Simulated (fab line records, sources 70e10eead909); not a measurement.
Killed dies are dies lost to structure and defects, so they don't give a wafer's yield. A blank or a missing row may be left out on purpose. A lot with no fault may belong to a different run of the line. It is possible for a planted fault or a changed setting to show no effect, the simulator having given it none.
fab line records    flow nand_harc
record lots=13  wafers=38  last_day=25
route steps=1159 shown A_BONDPAD@1086 HYBRID_BOND@1100 THIN_TSV@1118 END@1159
lots that met no fault: taken from a fault-free run of the same line
start_h: hours from the record's first day to the start of the lot's first wafer shown    wait_h: hours since the lot's step before    " identical to the entry in the row above    L1.1+2: one row covering several wafers at once    - no value, or no start was given    * or withheld: withheld    < > ~ a bound
route shown NAME@n: names a module that has steps shown in the file, with the first one's number in the route    usual: mean/standard deviation of fault-free wafers    same: alike in all rows    chamber/n: place in a boat    sites: readings site by site    _std_site: the standard deviation of these    _edge_site: inner sites' mean taken away from outer sites' mean    radius_mm: how far each site lies from the wafer's centre    mask NAME#n: copy n    behind: the most recent tool/chamber to have shaped the wafer    hold: why the lot was held/for how many hours/how that ended    device: the transistor (n, p or np) that didn't switch    end of line: tests run on the same wafers once the route is complete    a step given without rows: its recipe and nothing more    killed: the dies lost at the first sort to structure and to defects; this is not the yield of the wafer    map: per-die view of a wafer (x killed, . not killed, _ where there is no die)
set.NAME: the run value of the setting; set.NAME@STEP: its run value at that earlier step    model.NAME: the simulator's own value behind a step, which no gauge read
one table for each step of the route and one row for each wafer, over a sample of lots
services: the hour from which a tool's chamber was out of use, counted from the record's first day as start_h (under 0 if before that day), plus the number of hours and why
## steps
# step NHARC_A_BONDPAD_ECD_18
# recipe target_thk_a=4000  bath_temp_c=25  material=Cu
lot.wafer   tool       chamber  start_h  wait_h
L998.2+6+5  ecd_cu-01  1,0,1    418.74   -
L995.3+6+5  ecd_cu-02  1,0,1    419.41   -
L999.1+2+6  ecd_cu-01  1,0,1    439.80   -
L100.1+2+3  ecd_cu-02  1,0,1    452.40   -
L102.1+4+5  ecd_cu-01  0,0,1    471.07   -
L103.2+4+5  ecd_cu-02  0,0,1    474.12   -
L108.4+5+6  ecd_cu-02  0,1,0    500.93   -
L111.2+4    ecd_cu-02  0        523.47   -
L115.2+4+6  ecd_cu-01  0,1,0    525.17   -
L112.2+3+6  ecd_cu-01  0        535.80   -
L114.1+4+6  ecd_cu-01  0        538.30   -
L117.1+2+6  ecd_cu-01  1,0,1    543.51   -
L116.2+3+5  ecd_cu-01  0,1,1    543.90   -
# step NHARC_HYBRID_BOND_INSPECT_06
# recipe inspect_instrument=ir_void
# usual raw_defect_count=32/15
lot.wafer  tool               chamber  start_h  wait_h  raw_defect_count
L998.2     defect_inspect-02  -        429.67   0.1     33
L998.5     "                  -        "        "       44
L998.6     "                  -        "        "       36
L995.3     defect_inspect-02  -        429.75   0.1     15
L995.5     "                  -        "        "       8
L995.6     "                  -        "        "       5
L999.1     defect_inspect-02  -        450.91   0.0     43
L999.2     "                  -        "        "       45
L999.6     "                  -        "        "       29
L100.1     defect_inspect-01  -        464.18   0.0     29
L100.2     "                  -        "        "       28
L100.3     "                  -        "        "       27
L102.1     defect_inspect-02  -        482.47   0.0     27
L102.4     "                  -        "        "       33
L102.5     "                  -        "        "       19
L103.2     defect_inspect-02  -        482.50   0.1     44
L103.4     "                  -        "        "       41
L103.5     "                  -        "        "       45
L108.4     defect_inspect-01  -        514.02   0.1     37
L108.5     "                  -        "        "       37
L108.6     "                  -        "        "       36
L111.2     defect_inspect-02  -        536.98   0.1     17
L115.2     defect_inspect-01  -        536.98   0.1     48
L115.4     "                  -        "        "       30
L115.6     "                  -        "        "       33
L112.2     defect_inspect-01  -        546.92   0.1     59
L112.3     "                  -        "        "       56
L112.6     "                  -        "        "       55
L114.1     defect_inspect-01  -        546.94   0.1     69
L114.4     "                  -        "        "       56
L114.6     "                  -        "        "       60
L117.1     defect_inspect-02  -        554.63   0.0     29
L117.2     "                  -        "        "       16
L117.6     "                  -        "        "       23
L116.2     defect_inspect-01  -        554.63   0.1     46
L116.3     "                  -        "        "       52
L116.5     "                  -        "        "       40
# step NHARC_THIN_TSV_DESCUM_14
# recipe time_s=3  o2_flow_sccm=200  ar_flow_sccm=0  bias_power_w=0  chemistry=O2
# usual drypump_motor_current_A=5.6/0.41  oes_product_au=1.001/0.0077  rf_vpp_V=57.7/0.81  showerhead_plenum_p_Torr=1.89/0.071  throttle_valve_pct=11.311/0.0093
# same time_s=3
lot.wafer  tool         chamber  start_h  wait_h  drypump_motor_current_A  oes_product_au  rf_hours_counter_h  rf_vpp_V  showerhead_plenum_p_Torr  throttle_valve_pct
L998.2     rie_diel-08  1        433.76   -       5.3                      0.999           9                   57.1      1.81                      11.312
L998.6     "            0        "        "       5.7                      1.005           -                   57.2      1.94                      11.308
L998.5     "            1        "        "       5.3                      0.989           -                   57.7      1.81                      11.307
L995.3     rie_diel-10  1        437.43   -       5.6                      1.007           5                   56.7      1.83                      11.308
L995.5     "            1        "        "       5.7                      1.003           -                   56.2      1.83                      11.315
L995.6     "            2        "        "       6.4                      1.002           -                   58.8      1.98                      11.307
L999.2     rie_diel-10  3        453.74   -       4.9                      1.010           6                   55.7      1.91                      11.308
L999.1     "            2        "        "       6.4                      1.007           5                   57.6      1.98                      11.302
L999.6     "            0        "        "       5.0                      1.012           -                   56.9      2.01                      11.309
L100.1     rie_diel-10  1        466.93   -       5.6                      1.006           8                   58.2      1.83                      11.315
L100.2     "            3        "        "       4.9                      1.003           7                   57.3      1.91                      11.306
L100.3     "            0        "        "       5.0                      0.993           7                   59.6      2.01                      11.320
L102.1     rie_diel-10  0        485.23   -       5.0                      1.006           9                   58.5      2.01                      11.313
L102.4     "            1        "        "       5.6                      1.002           9                   55.9      1.83                      11.298
L102.5     "            0        "        "       5.0                      0.997           -                   58.3      2.01                      11.309
L103.2     rie_diel-08  3        487.90   -       5.6                      0.996           0                   57.6      1.91                      11.319
L103.4     "            1        "        "       5.3                      1.000           0                   57.7      1.81                      11.315
L103.5     "            0        "        "       5.6                      0.994           -                   57.3      1.94                      11.316
L108.4     rie_diel-02  2        516.74   -       5.3                      1.001           0                   57.4      1.77                      11.309
L108.6     "            1        "        "       5.8                      1.009           -                   57.8      1.87                      11.303
L108.5     "            2        "        "       5.3                      1.001           -                   57.7      1.77                      11.300
L111.2     rie_diel-10  0        539.71   -       5.0                      0.986           0                   57.7      2.00                      11.296
L115.4     rie_diel-08  3        540.99   -       5.6                      1.001           3                   56.5      1.91                      11.308
L115.2     "            1        "        "       5.3                      1.001           4                   58.7      1.81                      11.277
L115.6     "            3        "        "       5.6                      0.989           -                   58.0      1.91                      11.306
L112.2     rie_diel-02  2        549.65   -       5.3                      1.006           4                   58.0      1.77                      11.303
L112.3     "            3        "        "       5.9                      1.002           4                   58.4      1.85                      11.312
L112.6     "            2        "        "       5.3                      1.006           -                   57.6      1.77                      11.303
L114.1     rie_diel-08  1        552.16   -       5.3                      0.996           4                   55.8      1.81                      11.307
L114.4     "            2        "        "       6.0                      0.992           4                   57.5      1.93                      11.308
L114.6     "            3        "        "       5.6                      0.996           -                   56.6      1.91                      11.303
L117.1     rie_diel-08  0        557.48   -       5.6                      0.994           5                   59.0      1.94                      11.312
L117.2     "            2        "        "       6.0                      0.999           5                   59.0      1.93                      11.309
L117.6     "            1        "        "       5.3                      0.999           -                   58.3      1.81                      11.321
L116.3     rie_diel-02  3        558.71   -       5.9                      1.005           6                   57.3      1.85                      11.301
L116.2     "            1        "        "       5.8                      1.004           7                   56.6      1.87                      11.316
L116.5     "            3        "        "       5.9                      1.012           -                   57.3      1.85                      11.290
# step NHARC_THIN_TSV_STRIP_45
# recipe power_w=1500  temp_c=250  chemistry=O2
# usual drypump_motor_current_A=6.0/0.31  heater_power_w=319/17
lot.wafer  tool             chamber  start_h  wait_h  drypump_motor_current_A  heater_power_w  rf_hours_counter_h
L998.2     plasma_asher-01  1        434.70   0.1     5.8                      305             49
L998.6     "                0        "        "       5.8                      323             -
L998.5     "                1        "        "       5.8                      300             -
L995.3     plasma_asher-02  1        438.42   0.2     6.6                      302             -
L995.5     "                1        "        "       6.6                      298             -
L995.6     "                0        "        "       6.0                      305             -
L999.1     plasma_asher-02  0        454.69   0.2     6.0                      299             29
L999.2     "                1        "        "       6.6                      299             29
L999.6     "                0        "        "       6.0                      299             -
L100.2     plasma_asher-02  1        467.82   0.1     6.6                      305             36
L100.1     "                0        "        "       6.0                      305             36
L100.3     "                0        "        "       6.0                      311             -
L102.1     plasma_asher-02  0        486.10   0.1     5.9                      306             41
L102.4     "                1        "        "       6.6                      299             -
L102.5     "                1        "        "       6.6                      290             -
L103.2     plasma_asher-01  1        488.82   0.1     5.8                      317             8
L103.4     "                1        "        "       5.8                      322             -
L103.5     "                1        "        "       5.8                      317             -
L108.4     plasma_asher-01  0        517.74   0.2     5.8                      344             -
L108.6     "                1        "        "       5.8                      321             -
L108.5     "                0        "        "       5.8                      342             -
L111.2     plasma_asher-01  1        540.83   0.3     5.8                      331             26
L115.2     plasma_asher-01  1        542.78   1.0     5.8                      328             27
L115.4     "                0        "        "       5.8                      348             -
L115.6     "                1        "        "       5.8                      323             -
L112.2     plasma_asher-01  0        550.69   0.1     5.8                      350             32
L112.3     "                0        "        "       5.8                      336             -
L112.6     "                0        "        "       5.8                      350             -
L114.1     plasma_asher-01  1        553.01   0.1     5.9                      314             32
L114.4     "                0        "        "       5.8                      338             -
L114.6     "                0        "        "       5.8                      341             -
L117.1     plasma_asher-02  1        558.36   0.1     6.6                      305             4
L117.2     "                0        "        "       6.0                      300             4
L117.6     "                1        "        "       6.6                      314             -
L116.2     plasma_asher-01  1        559.64   0.1     5.8                      313             35
L116.3     "                0        "        "       5.8                      333             -
L116.5     "                1        "        "       5.8                      321             -
# step NHARC_END_SORT_01
# recipe temp_c=25
# usual defect_limited_yield=95.7/1.5  killed_at_array=25/9.8  killed_at_other=0.8/1.1  killed_at_periphery=3.3/2.1  killed_dies=29/10  killed_open=3.3/1.8  killed_short=1.9/1.4  sort_bin_2_pct=1.3/0.6  sort_bin_3_pct=0.25/0.23  sort_bin_4_pct=2.8/0.97  sort_n_pass=648/10  sort_rim_yield_pct=95/3.2  sort_yield_pct=95.7/1.5
# same gross_dies=677  sort_bin_5_pct[%]=0  sort_bin_6_pct[%]=0  sort_bin_7_pct[%]=0  sort_bin_8_pct[%]=0  sort_rim_n_gross=106.00
lot.wafer  tool       chamber  start_h  wait_h  defect_limited_yield[%]  killed_at_array  killed_at_other  killed_at_periphery  killed_dies  killed_open  killed_short  sort_bin_2_pct[%]  sort_bin_3_pct[%]  sort_bin_4_pct[%]  sort_n_pass  sort_rim_yield_pct[%]  sort_yield_pct[%]
L999.1     prober-01  0        475.70   2.5     93.5                     40               2                2                    44           3            2             1.8                0.89               3.8                633          88                     93.5
L999.2     prober-01  0        476.51   2.8     94.2                     32               1                6                    39           5            2             1.9                0.30               3.5                638          92                     94.2
L100.1     prober-02  0        488.18   2.5     96.6                     22               0                1                    23           1            2             1.2                0.44               1.8                654          90                     96.6
L100.2     prober-02  0        488.99   2.8     95.9                     23               2                3                    28           1            2             1.5                0.44               2.2                649          94                     95.9
L100.3     prober-02  0        489.80   3.1     95.4                     24               1                6                    31           6            2             2.2                0                  2.4                646          95                     95.4
L102.1     prober-01  0        502.11   2.5     96.6                     19               0                4                    23           1            0             1.6                0.15               1.6                654          99                     96.6
L102.4     prober-01  0        504.49   3.4     95.3                     26               0                6                    32           4            1             1.0                0.30               3.4                645          94                     95.3
L102.5     prober-01  0        505.28   3.7     96.5                     19               0                5                    24           2            2             0.6                0.15               2.8                653          96                     96.5
L111.2     prober-01  0        564.54   2.8     96.5                     17               2                5                    24           5            1             0.3                0.44               2.8                653          97                     96.5
L111.4     prober-01  0        566.14   3.4     0                        676              1                0                    677          2            2             97.5               0                  2.5                0            0                      0
# killed by level:class
L999.1 A_CHANNEL_HOLE_D1:chamber_film_flake=18 A_STAIRCASE:chamber_film_flake=6 A_CONTACT:chamber_film_flake=6 A_ZERO_WELL:chamber_film_flake=4 P_GATE:geometric_particle:open=1 A_ONON_D1:geometric_particle:short=1 A_CHANNEL_HOLE_D1:geometric_particle:open=1 A_WL_FILL:geometric_particle:short=1
L999.2 A_CHANNEL_HOLE_D1:chamber_film_flake=11 A_CONTACT:chamber_film_flake=8 A_STAIRCASE:chamber_film_flake=5 A_SGD_CUT:chamber_film_flake=2 P_CONTACT:geometric_particle:open=1 P_M0:geometric_particle:open=1 A_CHANNEL_FILL_D1:geometric_particle:open=1 A_WL_FILL:geometric_particle:short=1
L100.1 A_CHANNEL_HOLE_D1:chamber_film_flake=9 A_STAIRCASE:chamber_film_flake=6 A_CONTACT:chamber_film_flake=3 A_CHANNEL_FILL_D1:geometric_particle:open=1 A_SGD_CUT:geometric_particle:short=1 A_WL_FILL:geometric_particle:short=1 P_STI:chamber_film_flake=1 A_WL_FILL:chamber_film_flake=1
L100.2 A_CHANNEL_HOLE_D1:chamber_film_flake=14 A_STAIRCASE:chamber_film_flake=4 A_WL_FILL:chamber_film_flake=3 THIN_TSV:chamber_film_flake=2 P_STI:geometric_particle:short=1 P_GATE:geometric_particle:open=1 A_M0:geometric_particle:short=1 P_STI:chamber_film_flake=1
L100.3 A_CHANNEL_HOLE_D1:chamber_film_flake=10 A_STAIRCASE:chamber_film_flake=5 P_STI:chamber_film_flake=4 P_CONTACT:geometric_particle:open=2 A_SGD_CUT:geometric_particle:short=2 A_BLC:geometric_particle:open=2 A_CONTACT:chamber_film_flake=2 A_CONTACT:geometric_particle:open=1
L102.1 A_CONTACT:chamber_film_flake=6 A_CHANNEL_FILL_D1:chamber_film_flake=5 A_CHANNEL_HOLE_D1:chamber_film_flake=4 P_STI:chamber_film_flake=3 A_STAIRCASE:chamber_film_flake=3 A_CONTACT:geometric_particle:open=1 P_GATE:chamber_film_flake=1
L102.4 A_STAIRCASE:chamber_film_flake=8 A_CONTACT:chamber_film_flake=7 P_CONTACT:chamber_film_flake=4 A_CHANNEL_HOLE_D1:chamber_film_flake=3 A_ONON_D1:geometric_particle:open=2 P_GATE:chamber_film_flake=2 A_ZERO_WELL:chamber_film_flake=2 A_SOURCE_PLATE:geometric_particle:open=1
L102.5 A_STAIRCASE:chamber_film_flake=5 A_CHANNEL_HOLE_D1:chamber_film_flake=4 P_CONTACT:chamber_film_flake=3 A_CONTACT:chamber_film_flake=3 P_STI:chamber_film_flake=2 A_CHANNEL_FILL_D1:chamber_film_flake=2 A_CHANNEL_FILL_D1:geometric_particle:short=1 A_CHANNEL_FILL_D1:geometric_particle:open=1
L111.2 A_CHANNEL_HOLE_D1:chamber_film_flake=4 A_CONTACT:chamber_film_flake=4 A_STAIRCASE:chamber_film_flake=3 A_CONTACT:geometric_particle:open=2 P_GATE:chamber_film_flake=2 THIN_TSV:chamber_film_flake=2 P_GATE:geometric_particle:open=1 P_M0:geometric_particle:open=1
L111.4 A_BONDPAD:area_ecd=657 A_CHANNEL_HOLE_D1:chamber_film_flake=6 A_STAIRCASE:chamber_film_flake=5 A_CONTACT:chamber_film_flake=4 A_CHANNEL_FILL_D1:geometric_particle:short=1 A_CONTACT:geometric_particle:short=1 A_CONTACT:geometric_particle:open=1 A_BLC:geometric_particle:open=1
## services
tool             chamber  start_h  hours  kind
rie_diel-08      0        408.80   -      clean
rie_diel-08      1        408.80   -      clean
rie_diel-08      2        408.80   -      clean
rie_diel-02      1        416.22   11.6   repair
rie_diel-10      2        419.80   8.7    repair
ecd_cu-01        -        448.02   8.0    pm
rie_diel-02      3        451.06   3.0    repair
plasma_asher-01  -        453.00   9.0    pm
plasma_asher-01  0        453.00   9.0    vent_cycle
plasma_asher-01  1        453.00   9.0    vent_cycle
ecd_cu-02        -        456.64   0.8    repair
rie_diel-02      1        456.85   2.5    repair
plasma_asher-01  0        462.00   -      clean
plasma_asher-01  1        462.00   -      clean
rie_diel-08      -        478.82   9.0    pm
plasma_asher-01  -        484.49   3.4    repair
rie_diel-02      0        492.53   2.7    repair
rie_diel-02      1        495.84   4.4    repair
rie_diel-02      -        504.86   9.0    pm
rie_diel-10      -        530.53   9.0    pm
ecd_cu-02        -        532.02   8.0    pm
plasma_asher-02  -        537.55   9.0    pm
rie_diel-02      0        542.04   8.0    repair
rie_diel-02      2        550.23   3.1    repair
## key
first_sign step=NHARC_END_SORT_01  reading=sort_bin_2_pct  direction=up  sigmas=99+  usual=1.3  struck=97.5
effect step=NHARC_END_SORT_01  reading=killed_at_array  direction=up  sigmas=67  usual=25  struck=676
more_kills_born_at NHARC_A_BONDPAD_ECD_18@ecd_cu-02=657
met_at NHARC_A_BONDPAD_ECD_18
struck_lots L111
struck_wafers L111.4
later_rows_left_out L111.4
not_acting_at NHARC_HYBRID_BOND_INSPECT_06,NHARC_THIN_TSV_DESCUM_14,NHARC_THIN_TSV_STRIP_45
onset_between 500.93 523.47
fault kind=process_parameter_drift  tool=ecd_cu-02  chamber=-  onset_h=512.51  steps=NHARC_A_BONDPAD_ECD_18  channel=target_thk_a  offset=*  shape=step  end_h=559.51  scope=struck_wafers_only  acts_in=*  stated=*
# later_rows_left_out: the simulator's readings of these wafers behind a module that went badly wrong aren't trusted and aren't shown, but for the sort
